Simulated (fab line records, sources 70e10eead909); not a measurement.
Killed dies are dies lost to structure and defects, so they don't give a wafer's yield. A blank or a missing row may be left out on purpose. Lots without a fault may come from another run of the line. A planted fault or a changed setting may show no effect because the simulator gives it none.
A struck lot beside a sound one | flow nand_harc | 40 steps out of a route of 1302
Sound: wafers L640.1, L640.3, L640.4. Struck: wafers L652.2, L652.6. (L652.5 of the same lot was not struck and is left out.) The cause comes at the end.
At each step with rows: each side's tool, then ch and its chambers, then its first start. Under that, the readings that differ: sound wafers | struck wafers | difference of the means | sigmas: that difference in standard deviations of wafers without a fault.
alike: readings whose means differ by less than 2 such deviations, and words and numbers that are the same on both sides. not compared: withheld readings, readings that some wafer has no value for, bounds like >300 that may hide the same value, and numbers for which the record gives no deviation and whose values overlap.
The two part at a step that has a row with sigmas, a row that says differs or no value, or rows on one side only. Numbers that don't overlap but have no deviation are shown without sigmas and don't part them. A reading that every wafer of one side lacks parts them only if that side has two wafers or more.

NHARC_P_CONTACT_ETCH_35: etches the open film in CF4, target depth 39 nm, time 65 s.
  sound on rie_diel-12 ch 0,1, day 6 17:05; struck on rie_diel-12 ch 0,3, day 12 00:09
  alike: drypump_motor_current_A, oes_product_au, rf_vpp_V, showerhead_plenum_p_Torr, throttle_valve_pct
  not compared: rf_hours_counter_h
then, 4 steps without rows for these wafers: NHARC_P_CONTACT_ETCH_36 (etches the open film in N2/H2, target depth 260 nm, time 406.25 s); NHARC_P_CONTACT_ETCH_18 (etches the open film in C4F8/O2/Ar, target depth 481 nm, time 240.5 s); NHARC_P_CONTACT_STRIP_37 (strips in C4F8/O2/Ar); NHARC_P_CONTACT_ETCH_31 (etches the open film in CH3F/O2, target depth 30 nm, time 85.7 s).
NHARC_P_CONTACT_CD_MEAS_19:
  sound on cd_sem-02, day 6 18:01; struck on cd_sem-02, day 12 00:55
  alike: cd_nm
then, 6 steps without rows for these wafers: NHARC_P_CONTACT_STRIP_28 (strips in O2); NHARC_P_CONTACT_STRIP_29 (strips in post etch residue remover, time 1200 s); NHARC_P_CONTACT_DEGAS_38 (time 60 s); NHARC_P_CONTACT_PRE_CLEAN_39 (time 19.5 s); NHARC_P_CONTACT_PVD_32 (deposits Ti, target thk 5 nm, time 17.7 s); NHARC_P_CONTACT_ALD_22 (deposits TiN, target thk 3 nm, pulse time 1 s, ald cycles 150).
NHARC_P_CONTACT_CVD_23: deposits W, target thk 200 nm, time 557 s.
  sound on cvd_w-01 ch 0,1, day 6 19:16; struck on cvd_w-01 ch 0, day 12 02:07
  alike: heater_power_outer_w, heater_power_w, throttle_valve_pct
then, 12 steps without rows for these wafers: NHARC_P_CONTACT_CMP_24 (polishes, t overpolish 30 s, target thk 200 nm); NHARC_P_CONTACT_SRD_26; NHARC_P_M0_DEP_00 (deposits SiOC, target thk 150 nm); NHARC_P_M0_DEHYDRATE_01 (time 120 s); NHARC_P_M0_HMDS_02 (time 30 s); NHARC_P_M0_COAT_33 (time 65 s); NHARC_P_M0_COAT_03 (resist thk 90 nm); NHARC_P_M0_SOFTBAKE_04 (time 55 s); NHARC_P_M0_EBR_05; NHARC_P_M0_EXPOSE_06 (exposes mask P M0, target cd 90 nm); NHARC_P_M0_PEB_07 (peb time 65 s); NHARC_P_M0_DEVELOP_08 (develop time 35 s).
NHARC_P_M0_CD_MEAS_09: target cd 90 nm.
  sound on cd_sem-03 ch 0, day 6 21:08; struck on cd_sem-01 ch 0, day 12 04:04
  alike: cd_nm
NHARC_P_M0_OVL_MEAS_10: pitch 180 nm.
  sound on overlay-02, day 6 21:13; struck on overlay-01, day 12 04:10
  alike: overlay_x_nm, overlay_y_nm
NHARC_P_M0_DESCUM_14: chemistry O2, time 3 s.
  sound on rie_diel-06 ch 0,1,3, day 6 21:19; struck on rie_diel-06 ch 0, day 12 04:16
  alike: drypump_motor_current_A, oes_product_au, rf_vpp_V, showerhead_plenum_p_Torr, throttle_valve_pct
  not compared: rf_hours_counter_h
then, 2 steps without rows for these wafers: NHARC_P_M0_ETCH_34 (etches the open film in N2/H2, target depth 40 nm, overetch 12 nm, time 43.94 s); NHARC_P_M0_ETCH_15 (etches the open film in C4F8/Ar, target depth 150 nm, overetch 15 nm, time 82.5 s).
NHARC_P_M0_CD_MEAS_16:
  sound on cd_sem-03, day 6 21:37; struck on cd_sem-01, day 12 04:34
  alike: cd_nm
then, 2 steps without rows for these wafers: NHARC_P_M0_STRIP_18 (strips in N2/H2); NHARC_P_M0_STRIP_19 (strips in post etch residue remover, time 600 s).
NHARC_P_M0_DEGAS_28: time 60 s.
  sound on pvd_sputter-01, day 6 22:14; struck on pvd_sputter-01, day 12 05:11
  alike: heater_power_w
then, 1 step without rows for these wafers: NHARC_P_M0_PRE_CLEAN_29 (time 30 s).
NHARC_P_M0_PVD_20: deposits TaN, target thk 5 nm, time 8.06 s.
  sound on pvd_sputter-01; struck on pvd_sputter-01
  alike: throttle_valve_pct
NHARC_P_M0_PVD_21: deposits Cu, target thk 30 nm, time 20.49 s.
  sound on pvd_sputter-01; struck on pvd_sputter-01
  alike: throttle_valve_pct
then, 2 steps without rows for these wafers: NHARC_P_M0_ECD_22 (material Cu, target thk 400 nm); NHARC_P_M0_ANNEAL_30 (time 90 s).
-- the record jumps here: 18 days lie between the struck wafers' starts before and after (it left off in module P_M0 and takes up again in module END, whose first step shown is number 1302 of the route) --
NHARC_END_SORT_01:
  sound on prober-01 ch 0, day 25 01:38; struck on prober-01 ch 0, day 30 01:03
  reading             | sound    | struck  | difference | sigmas
  killed_at_periphery | 7 9 10   | 43 43   | +34        | +14
  killed_dies         | 54 56 49 | 121 106 | +60        | +3
  alike: killed_at_array, killed_at_other, killed_open, killed_short

WHERE THEY PART
Only at NHARC_END_SORT_01, within this record.

WHY: what the simulator had put in
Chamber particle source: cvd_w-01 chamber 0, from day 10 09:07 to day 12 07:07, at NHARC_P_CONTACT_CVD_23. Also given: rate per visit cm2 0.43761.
